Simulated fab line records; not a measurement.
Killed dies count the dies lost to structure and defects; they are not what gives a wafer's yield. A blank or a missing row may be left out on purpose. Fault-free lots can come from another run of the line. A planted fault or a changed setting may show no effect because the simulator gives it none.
Comparing a struck lot with a sound one / flow nandHarc / 14 steps out of a route of 1302
Sound: the wafers L733.1, L733.4, L733.5. Struck: wafer L739.1 (L739.2, L739.4, from the same lot, were not struck and are left out); the cause is given at the end.
For every step that has rows: the tool of each side, followed by ch and its chambers, followed by its first start. Under that, the readings that differ: sound wafers / struck wafers / difference of the means / sigmas: that difference in standard deviations of wafers without a fault.
alike: readings whose means differ by less than 2 such deviations, and words and numbers that are the same on both sides. not compared: withheld readings, readings that some wafer has no value for, bounds like >300 that may hide the same value, and numbers for which the record gives no deviation and whose values overlap.
Wherever a step has rows on one side only, a row that says differs or no value, or a row with sigmas, the two part there. Non-overlapping numbers with no deviation appear without sigmas and do not part them. A reading that every wafer of one side lacks parts them only if that side has two wafers or more.

first, 6 steps without rows for these wafers: NHARC_A_STAIRCASE_SOFTBAKE_04 (time 170 s); NHARC_A_STAIRCASE_EBR_05; NHARC_A_STAIRCASE_EXPOSE_06 (exposes mask STAIR); NHARC_A_STAIRCASE_PEB_07 (peb time 130 s); NHARC_A_STAIRCASE_DEVELOP_08 (time 140 s); NHARC_A_STAIRCASE_HARDBAKE_10 (time 140 s).
NHARC_A_STAIRCASE_DESCUM_11: chemistry O2, time 3 s.
  sound on rieDiel-13 ch 0,2, day 17 06:06; struck on rieDiel-13 ch 1, day 19 22:34
  alike: drypumpMotorCurrentA, oesProductAu, rfVppV, showerheadPlenumPTorr, throttleValvePct
  not compared: rfHoursCounterH
NHARC_A_STAIRCASE_TRIM_12: chemistry O2, time 211.2 s.
  sound on rieDiel-13 ch 0,1,3, day 17 06:12; struck on rieDiel-13 ch 2, day 19 22:49
  alike: drypumpMotorCurrentA, oesProductAu, rfVppV, showerheadPlenumPTorr, throttleValvePct
  not compared: rfHoursCounterH
NHARC_A_STAIRCASE_ETCH_13: etches the open film in C4F8/O2, target depth 100 nm, time 40.5 s.
  sound: rieDiel-13 ch 0,2,3; struck: rieDiel-13 ch 0
  alike: oesProductAu, rfVppV
  not compared: rfHoursCounterH
NHARC_A_STAIRCASE_TRIM_14: chemistry O2, time 211.2 s.
  sound: rieDiel-13 ch 0,1,2; struck: rieDiel-13 ch 0
  alike: drypumpMotorCurrentA, oesProductAu, rfVppV, showerheadPlenumPTorr, throttleValvePct
  not compared: rfHoursCounterH
then, 1 step without rows for these wafers: NHARC_A_STAIRCASE_ETCH_15 (etches the open film in C4F8/O2, target depth 100 nm, time 40.5 s).
NHARC_A_STAIRCASE_TRIM_16: chemistry O2, time 211.2 s.
  sound on rieDiel-13 ch 0,1,3, day 17 06:43; struck on rieDiel-13 ch 2, day 19 23:20
reading=oesProductAu (a.u.); sound=1.005 0.984 1.011; struck=1.359; difference=+0.359; sigmas=+36
  alike: drypumpMotorCurrentA, rfVppV, showerheadPlenumPTorr, throttleValvePct
  not compared: rfHoursCounterH
NHARC_A_STAIRCASE_ETCH_17: etches the open film in C4F8/O2, target depth 100 nm, time 40.5 s.
  sound: rieDiel-13 ch 1,2,3; struck: rieDiel-13 ch 1
  alike: oesProductAu, rfVppV
  not compared: rfHoursCounterH
-- break in the record here, with 8 days between the starts of the struck wafers on either side (left off in module A_STAIRCASE, picked up again in module END, where the first step shown is number 1302 on the route) --
NHARC_END_SORT_01:
  sound on prober-02 ch 0, day 26 07:05; struck on prober-02 ch 0, day 28 06:35
reading=killedAtArray; sound=43 57 46; struck=672; difference=+623; sigmas=+31
reading=killedDies; sound=51 62 49; struck=677; difference=+623; sigmas=+31
  alike: killedAtOther, killedAtPeriphery, killedOpen, killedShort

WHERE THEY PART
At NHARC_A_STAIRCASE_TRIM_16 first; at NHARC_END_SORT_01 last (within this record only).

WHY: what the simulator had put in
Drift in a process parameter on rieDiel-13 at NHARC_A_STAIRCASE_TRIM_16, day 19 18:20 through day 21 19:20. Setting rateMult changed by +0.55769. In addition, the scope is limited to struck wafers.
